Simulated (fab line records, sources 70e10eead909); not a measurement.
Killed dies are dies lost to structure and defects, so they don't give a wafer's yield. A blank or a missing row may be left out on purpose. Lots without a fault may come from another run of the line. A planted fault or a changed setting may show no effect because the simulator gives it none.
A struck lot beside a sound one | flow nand_harc | 15 steps out of a route of 1302
Sound: wafers L941.1, L941.2, L941.3. Struck: wafers L943.1, L943.4, L943.5. The cause comes at the end.
At each step with rows: each side's tool, then ch and its chambers, then its first start. Under that, the readings that differ: sound wafers | struck wafers | difference of the means | sigmas: that difference in standard deviations of wafers without a fault.
alike: readings whose means differ by less than 2 such deviations, and words and numbers that are the same on both sides. not compared: withheld readings, readings that some wafer has no value for, bounds like >300 that may hide the same value, and numbers for which the record gives no deviation and whose values overlap.
The two part at a step that has a row with sigmas, a row that says differs or no value, or rows on one side only. Numbers that don't overlap but have no deviation are shown without sigmas and don't part them. A reading that every wafer of one side lacks parts them only if that side has two wafers or more.

first, 4 steps without rows for these wafers: NHARC_A_ZERO_WELL_STRIP_14 (strips in SPM, time 900 s); NHARC_A_ZERO_WELL_IMPLANT_15; NHARC_A_ZERO_WELL_PRECLEAN_22 (cleans in SC1, time 60 s); NHARC_A_ZERO_WELL_SRD_23.
NHARC_A_ZERO_WELL_RTA_16: time 10 s.
  sound on rtp_anneal-01 ch 0, day 11 18:22; struck on rtp_anneal-01 ch 0, day 12 22:49
  alike: lamp_power_pct, lamp_zone_2_pct, lamp_zone_5_pct, lamp_zone_7_pct, wafer_temp_C_max
NHARC_A_ZERO_WELL_INSPECT_17:
  sound on defect_inspect-01, day 11 18:34; struck on defect_inspect-01, day 12 23:01
  alike: raw_defect_count
then, 3 steps without rows for these wafers: NHARC_A_SOURCE_PLATE_PRECLEAN_00 (cleans in HF-LAST, time 60 s); NHARC_A_SOURCE_PLATE_SRD_01; NHARC_A_SOURCE_PLATE_OXIDE_02 (material SiO2, target thk 10 nm, ox time 1362 s).
NHARC_A_SOURCE_PLATE_THK_MEAS_09: measures by ellipsometry.
  sound on film_metro-02, day 12 02:26; struck on film_metro-02, day 13 05:37
  alike: thk_nm
then, 1 step without rows for these wafers: NHARC_A_SOURCE_PLATE_PVD_04 (deposits WSi2, target thk 50 nm).
NHARC_A_SOURCE_PLATE_CVD_03: deposits poly-Si, target thk 200 nm, time 4000 s.
  sound on lpcvd_poly-02 ch 0, day 12 05:12; struck on lpcvd_poly-04 ch 0, day 13 08:05
  reading               | sound             | struck            | difference | sigmas
  spike_tc_bottom_C (C) | 646.1 645.0 642.2 | 652.2 650.2 652.8 | +7.3       | +3
  spike_tc_centre_C (C) | 622.8 621.4 620.4 | 637.0 637.6 635.9 | +15.3      | +13
  spike_tc_lower_C (C)  | 619.2 621.1 620.6 | 635.4 634.7 637.4 | +15.5      | +14
  spike_tc_top_C (C)    | 642.1 639.4 638.5 | 658.1 656.9 658.5 | +17.8      | +8
  spike_tc_upper_C (C)  | 621.2 622.7 620.9 | 635.3 635.5 633.9 | +13.3      | +12
  alike: zone_power_top_pct
then, 1 step without rows for these wafers: NHARC_A_SOURCE_PLATE_ANNEAL_05 (time 1800 s).
NHARC_A_SOURCE_PLATE_THK_MEAS_06: measures by ellipsometry.
  sound on film_metro-02, day 12 15:07; struck on film_metro-01, day 13 18:32
  reading     | sound             | struck            | difference | sigmas
  thk_nm (nm) | 202.9 203.0 204.7 | 277.1 276.5 278.4 | +73.8      | +39
-- the record jumps here: 16 days lie between the struck wafers' starts before and after (it left off in module A_SOURCE_PLATE and takes up again in module END, whose first step shown is number 1302 of the route) --
NHARC_END_SORT_01:
  sound on prober-01 ch 0, day 29 04:13; struck on prober-01 ch 0, day 30 00:34
  reading     | sound     | struck   | difference | sigmas
  killed_dies | 102 79 84 | 32 44 58 | -44        | -2
  alike: killed_at_array, killed_at_other, killed_at_periphery, killed_open, killed_short

WHERE THEY PART
First at NHARC_A_SOURCE_PLATE_CVD_03; last, within this record, at NHARC_END_SORT_01.

WHY: what the simulator had put in
Process parameter drift: lpcvd_poly-04, from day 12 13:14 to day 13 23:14, at NHARC_A_SOURCE_PLATE_CVD_03. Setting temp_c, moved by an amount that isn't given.
